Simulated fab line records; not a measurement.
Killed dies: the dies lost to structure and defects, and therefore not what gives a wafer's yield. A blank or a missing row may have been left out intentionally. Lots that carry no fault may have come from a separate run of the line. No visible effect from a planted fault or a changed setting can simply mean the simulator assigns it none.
Matching of chambers -- flow n5 finfet -- rie diel-06 running N5_BEOL_M2_ETCH_70: 4 sister chambers
The step etches SOC in N2/H2, target depth 80 nm, overetch 24 nm, time 130 s. 8 wafers are shown with their chamber, then 7 later ones without.

WAFERS PAIRED WITH THEIR CHAMBERS
wafer,chamber,throttle valve pct (%),drypump motor current A (A)
L074.5,1,18.1,5.7
L075.6,0,17.8,5.8
L079.4,2,18.1,6.8
L079.6,2,18.1,6.8
L080.1,1,18.1,5.8
L080.5,3,17.6,5.4
L086.1,0,17.9,5.8
L086.3,3,17.6,5.4

WAFERS MISSING THEIR CHAMBER
wafer,throttle valve pct (%),drypump motor current A (A)
L086.4,18.1,6.8
L088.1,18.1,5.8
L088.2,18.1,6.9
L088.3,17.7,5.4
L095.3,17.9,5.8
L095.5,17.7,5.4
L095.6,17.9,5.8

WHICH CHAMBER EACH WENT THROUGH
wafer,from the rows above,in truth
L086.4,2,2
L088.1,1,1
L088.2,2,2
L088.3,3,3
L095.3,0,0
L095.5,3,3
L095.6,0,0
7 of 7 placed correctly. Left unplaced by these rows: 0. 0 placed wrongly.
How it was worked out, from the rows above alone: a wafer's distance from a chamber is the root of the sum, over the readings, of the square of ((its reading less the chamber's mean) divided by the reading's scatter). If the next closest chamber is less than 2 further off than the closest, the wafer can't be placed; otherwise it belongs to the closest. The mean given for a chamber averages the wafers shown for that chamber. The scatter: take each reading less its chamber's mean, square it, sum over the shown wafers, divide by the number of wafers less the number of chambers, and take the root.
